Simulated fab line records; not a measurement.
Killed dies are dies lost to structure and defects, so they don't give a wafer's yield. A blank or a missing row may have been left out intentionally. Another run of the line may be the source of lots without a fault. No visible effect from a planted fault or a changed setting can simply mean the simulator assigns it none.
What tool caused it? :: flow n5_finfet :: Sampling: 12 lots, 34 wafers, 3 of 1938 route steps

## WHAT THE GAUGES READ, wafer by wafer
N5_PASSIVATION_OVL_MEAS_63. Usual: PAD_OVL typically reads -3 nm, with standard deviation 6.2.
lot: L137
measured: day 12 18:32
on: overlay-01
PAD_OVL (nm): -6 -10 -11
flag: 

lot: L139
measured: day 13 06:20
on: overlay-02
PAD_OVL (nm): 5 10 1
flag: 

lot: L140
measured: day 13 21:56
on: overlay-01
PAD_OVL (nm): -13 -8
flag: 

lot: L142
measured: day 14 10:20
on: overlay-02
PAD_OVL (nm): 4 -5
flag: 

lot: L144
measured: day 13 18:45
on: overlay-02
PAD_OVL (nm): 2 0 0
flag: 

lot: L147
measured: day 15 06:28
on: overlay-02
PAD_OVL (nm): 0 3 -3
flag: 

lot: L148
measured: day 15 15:47
on: overlay-02
PAD_OVL (nm): 9 0 8
flag: 

lot: L149
measured: day 15 05:47
on: overlay-01
PAD_OVL (nm): -15 -3 -4
flag: 

lot: L151
measured: day 15 14:45
on: overlay-02
PAD_OVL (nm): -13 -15 -12
flag: 

lot: L158
measured: day 19 06:08
on: overlay-01
PAD_OVL (nm): -2 -2 -7
flag: 

lot: L159
measured: day 18 12:14
on: overlay-02
PAD_OVL (nm): 7 0 11
flag: 

lot: L160
measured: day 18 00:46
on: overlay-01
PAD_OVL (nm): -2 -3 -2
flag: 

## WHAT TOOL EACH LOT RAN ON (gives the tool, then ch and the chambers of the sampled wafers, and finally the start)
lot: L137
N5_PMOS_HMC_CHANNEL_EPI_FIN_RECESS_16: rie_si-02 ch 0,3, day 1 17:31
N5_PASSIVATION_ETCH_15: rie_diel-03 ch 1,3, day 12 18:32 or earlier

lot: L139
N5_PMOS_HMC_CHANNEL_EPI_FIN_RECESS_16: rie_si-03 ch 1,3, day 2 06:09
N5_PASSIVATION_ETCH_15: rie_diel-03 ch 1,3, day 13 06:20 or earlier

lot: L140
N5_PMOS_HMC_CHANNEL_EPI_FIN_RECESS_16: rie_si-02 ch 0,3, day 2 12:12
N5_PASSIVATION_ETCH_15: rie_diel-02 ch 2,3, day 13 21:56 or earlier

lot: L142
N5_PMOS_HMC_CHANNEL_EPI_FIN_RECESS_16: rie_si-03 ch 0,3, day 2 23:58
N5_PASSIVATION_ETCH_15: rie_diel-04 ch 1, day 14 10:20 or earlier

lot: L144
N5_PMOS_HMC_CHANNEL_EPI_FIN_RECESS_16: rie_si-05 ch 0,3, day 3 15:23
N5_PASSIVATION_ETCH_15: rie_diel-02 ch 2,3, day 13 18:45 or earlier

lot: L147
N5_PMOS_HMC_CHANNEL_EPI_FIN_RECESS_16: rie_si-03 ch 0,2, day 4 06:22
N5_PASSIVATION_ETCH_15: rie_diel-03 ch 0,1,3, day 15 06:28 or earlier

lot: L148
N5_PMOS_HMC_CHANNEL_EPI_FIN_RECESS_16: rie_si-05 ch 1,2,3, day 4 12:46
N5_PASSIVATION_ETCH_15: rie_diel-03 ch 0,3, day 15 15:47 or earlier

lot: L149
N5_PMOS_HMC_CHANNEL_EPI_FIN_RECESS_16: rie_si-02 ch 1,2, day 4 17:55
N5_PASSIVATION_ETCH_15: rie_diel-04 ch 0,2,3, day 15 05:47 or earlier

lot: L151
N5_PMOS_HMC_CHANNEL_EPI_FIN_RECESS_16: rie_si-02 ch 1,2,3, day 5 05:46
N5_PASSIVATION_ETCH_15: rie_diel-04 ch 0,2,3, day 15 14:45 or earlier

lot: L158
N5_PMOS_HMC_CHANNEL_EPI_FIN_RECESS_16: rie_si-02 ch 0,2, day 7 00:16
N5_PASSIVATION_ETCH_15: rie_diel-03 ch 1,3, day 19 06:08 or earlier

lot: L159
N5_PMOS_HMC_CHANNEL_EPI_FIN_RECESS_16: rie_si-02 ch 0,2, day 7 05:55
N5_PASSIVATION_ETCH_15: rie_diel-04 ch 0,1,3, day 18 12:14 or earlier

lot: L160
N5_PMOS_HMC_CHANNEL_EPI_FIN_RECESS_16: rie_si-03 ch 0,2, day 7 11:44
N5_PASSIVATION_ETCH_15: rie_diel-04 ch 1,2,3, day 18 00:46 or earlier
- N5_PMOS_HMC_CHANNEL_EPI_FIN_RECESS_16: chemistry HBr/Cl2, target Si, target depth 54 nm, time 18 s.
- N5_PASSIVATION_ETCH_15: etches SiCN in CF4/N2, target depth 75 nm, time 81.2 s.

## AS READ BY THE TOOLS THEMSELVES (means over the sampled wafers that have a number; for cases with no such wafer, the mark the record gives instead)
N5_PMOS_HMC_CHANNEL_EPI_FIN_RECESS_16. Usual: HBr_flow_sccm 150.0 sccm, standard deviation 0.46; bias_w 75.04 W, standard deviation 0.22; drypump_motor_current_A 5.9 A, standard deviation 0.33; oes_product_au 1.002 a.u., standard deviation 0.022; throttle_valve_pct 35.3 %, standard deviation 0.34.
lot: L137
tool: rie_si-02
HBr_flow_sccm (sccm): 150.3
bias_w (W): 74.90
drypump_motor_current_A (A): 5.8
oes_product_au (a.u.): 0.994
throttle_valve_pct (%): 35.6
flag: 

lot: L139
tool: rie_si-03
HBr_flow_sccm (sccm): 149.7
bias_w (W): 75.05
drypump_motor_current_A (A): 6.2
oes_product_au (a.u.): 1.011
throttle_valve_pct (%): 35.3
flag: 

lot: L140
tool: rie_si-02
HBr_flow_sccm (sccm): 149.6
bias_w (W): 75.22
drypump_motor_current_A (A): 5.8
oes_product_au (a.u.): 0.993
throttle_valve_pct (%): 35.5
flag: 

lot: L142
tool: rie_si-03
HBr_flow_sccm (sccm): 150.4
bias_w (W): 75.25
drypump_motor_current_A (A): 5.8
oes_product_au (a.u.): 1.026
throttle_valve_pct (%): 35.1
flag: 

lot: L144
tool: rie_si-05
HBr_flow_sccm (sccm): 150.6
bias_w (W): 74.97
drypump_motor_current_A (A): 5.9
oes_product_au (a.u.): 1.009
throttle_valve_pct (%): 35.5
flag: 

lot: L147
tool: rie_si-03
HBr_flow_sccm (sccm): 149.7
bias_w (W): 75.00
drypump_motor_current_A (A): 5.6
oes_product_au (a.u.): 1.026
throttle_valve_pct (%): 34.9
flag: 

lot: L148
tool: rie_si-05
HBr_flow_sccm (sccm): 150.0
bias_w (W): 74.86
drypump_motor_current_A (A): 6.1
oes_product_au (a.u.): 1.016
throttle_valve_pct (%): 35.1
flag: 

lot: L149
tool: rie_si-02
HBr_flow_sccm (sccm): 149.9
bias_w (W): 74.95
drypump_motor_current_A (A): 6.1
oes_product_au (a.u.): 0.997
throttle_valve_pct (%): 35.6
flag: 

lot: L151
tool: rie_si-02
HBr_flow_sccm (sccm): 150.1
bias_w (W): 74.91
drypump_motor_current_A (A): 6.1
oes_product_au (a.u.): 0.998
throttle_valve_pct (%): 35.6
flag: 

lot: L158
tool: rie_si-02
HBr_flow_sccm (sccm): 149.7
bias_w (W): 75.20
drypump_motor_current_A (A): 5.8
oes_product_au (a.u.): 0.978
throttle_valve_pct (%): 35.7
flag: 

lot: L159
tool: rie_si-02
HBr_flow_sccm (sccm): 150.3
bias_w (W): 75.22
drypump_motor_current_A (A): 5.8
oes_product_au (a.u.): 0.987
throttle_valve_pct (%): 35.7
flag: 

lot: L160
tool: rie_si-03
HBr_flow_sccm (sccm): 150.2
bias_w (W): 75.11
drypump_motor_current_A (A): 5.9
oes_product_au (a.u.): 1.009
throttle_valve_pct (%): 34.8
flag: 

N5_PASSIVATION_ETCH_15. Usual: bias_w is 69.99 W with standard deviation 0.21, cf4_flow_sccm is 60.01 sccm with standard deviation 0.18, drypump_motor_current_A is 5.6 A with standard deviation 0.37, oes_product_au is 0.80 a.u. with standard deviation 0.093, rf_vpp_V is 382.4 V with standard deviation 1.7, showerhead_plenum_p_Torr is 2.22 Torr with standard deviation 0.062, and throttle_valve_pct is 15.45 % with standard deviation 0.2.
lot: L137
tool: rie_diel-03
bias_w (W): 70.21
cf4_flow_sccm (sccm): 59.96
drypump_motor_current_A (A): 5.6
oes_product_au (a.u.): 0.79
rf_vpp_V (V): 381.5
showerhead_plenum_p_Torr (Torr): 2.20
throttle_valve_pct (%): 15.60
flag: 

lot: L139
tool: rie_diel-03
bias_w (W): 69.70
cf4_flow_sccm (sccm): 60.00
drypump_motor_current_A (A): 5.3
oes_product_au (a.u.): 0.82
rf_vpp_V (V): 381.0
showerhead_plenum_p_Torr (Torr): 2.17
throttle_valve_pct (%): 15.56
flag: 

lot: L140
tool: rie_diel-02
bias_w (W): 69.83
cf4_flow_sccm (sccm): 60.19
drypump_motor_current_A (A): 5.2
oes_product_au (a.u.): 0.83
rf_vpp_V (V): 382.5
showerhead_plenum_p_Torr (Torr): 2.23
throttle_valve_pct (%): 15.34
flag: 

lot: L142
tool: rie_diel-04
bias_w (W): 70.03
cf4_flow_sccm (sccm): 60.18
drypump_motor_current_A (A): 5.8
oes_product_au (a.u.): 0.66
rf_vpp_V (V): 381.6
showerhead_plenum_p_Torr (Torr): 2.19
throttle_valve_pct (%): 15.96
flag: 

lot: L144
tool: rie_diel-02
bias_w (W): 69.85
cf4_flow_sccm (sccm): 60.08
drypump_motor_current_A (A): 5.2
oes_product_au (a.u.): 0.86
rf_vpp_V (V): 382.5
showerhead_plenum_p_Torr (Torr): 2.21
throttle_valve_pct (%): 15.35
flag: 

lot: L147
tool: rie_diel-03
bias_w (W): 70.02
cf4_flow_sccm (sccm): 59.96
drypump_motor_current_A (A): 5.5
oes_product_au (a.u.): 0.82
rf_vpp_V (V): 381.2
showerhead_plenum_p_Torr (Torr): 2.17
throttle_valve_pct (%): 15.44
flag: 

lot: L148
tool: rie_diel-03
bias_w (W): 70.06
cf4_flow_sccm (sccm): 60.18
drypump_motor_current_A (A): 5.9
oes_product_au (a.u.): 0.78
rf_vpp_V (V): 382.0
showerhead_plenum_p_Torr (Torr): 2.18
throttle_valve_pct (%): 15.49
flag: 

lot: L149
tool: rie_diel-04
bias_w (W): 69.68
cf4_flow_sccm (sccm): 59.99
drypump_motor_current_A (A): 5.6
oes_product_au (a.u.): 0.80
rf_vpp_V (V): 384.3
showerhead_plenum_p_Torr (Torr): 2.29
throttle_valve_pct (%): 15.53
flag: 

lot: L151
tool: rie_diel-04
bias_w (W): 70.09
cf4_flow_sccm (sccm): 59.96
drypump_motor_current_A (A): 5.6
oes_product_au (a.u.): 0.80
rf_vpp_V (V): 384.7
showerhead_plenum_p_Torr (Torr): 2.29
throttle_valve_pct (%): 15.53
flag: 

lot: L158
tool: rie_diel-03
bias_w (W): 69.97
cf4_flow_sccm (sccm): 60.05
drypump_motor_current_A (A): 5.6
oes_product_au (a.u.): 0.76
rf_vpp_V (V): 381.6
showerhead_plenum_p_Torr (Torr): 2.18
throttle_valve_pct (%): 15.68
flag: 

lot: L159
tool: rie_diel-04
bias_w (W): 69.81
cf4_flow_sccm (sccm): 60.06
drypump_motor_current_A (A): 5.7
oes_product_au (a.u.): 0.92
rf_vpp_V (V): 382.9
showerhead_plenum_p_Torr (Torr): 2.24
throttle_valve_pct (%): 15.37
flag: 

lot: L160
tool: rie_diel-04
bias_w (W): 70.00
cf4_flow_sccm (sccm): 60.14
drypump_motor_current_A (A): 5.5
oes_product_au (a.u.): 0.89
rf_vpp_V (V): 383.1
showerhead_plenum_p_Torr (Torr): 2.25
throttle_valve_pct (%): 15.39
flag: 

## THE ANSWER, worked out from the rows above alone
Rule: a lot counts as off when the mean over its wafers that have a number is more than 3 standard deviations away from the usual mean. A lot without any number at a reading at which 4 lots or more have one is off too. All remaining lots with rows at the step are treated as sound. After the gauges, taken in route order, come the tools' own readings; for these a lot's mean is taken, as printed above. The first step at which some lot is off is used, and at that step the reading that is off furthest; a lot without a number counts as furthest.
None of the lots is off at any reading shown; this tells nothing.

## WHAT WAS PUT IN BY THE SIMULATOR
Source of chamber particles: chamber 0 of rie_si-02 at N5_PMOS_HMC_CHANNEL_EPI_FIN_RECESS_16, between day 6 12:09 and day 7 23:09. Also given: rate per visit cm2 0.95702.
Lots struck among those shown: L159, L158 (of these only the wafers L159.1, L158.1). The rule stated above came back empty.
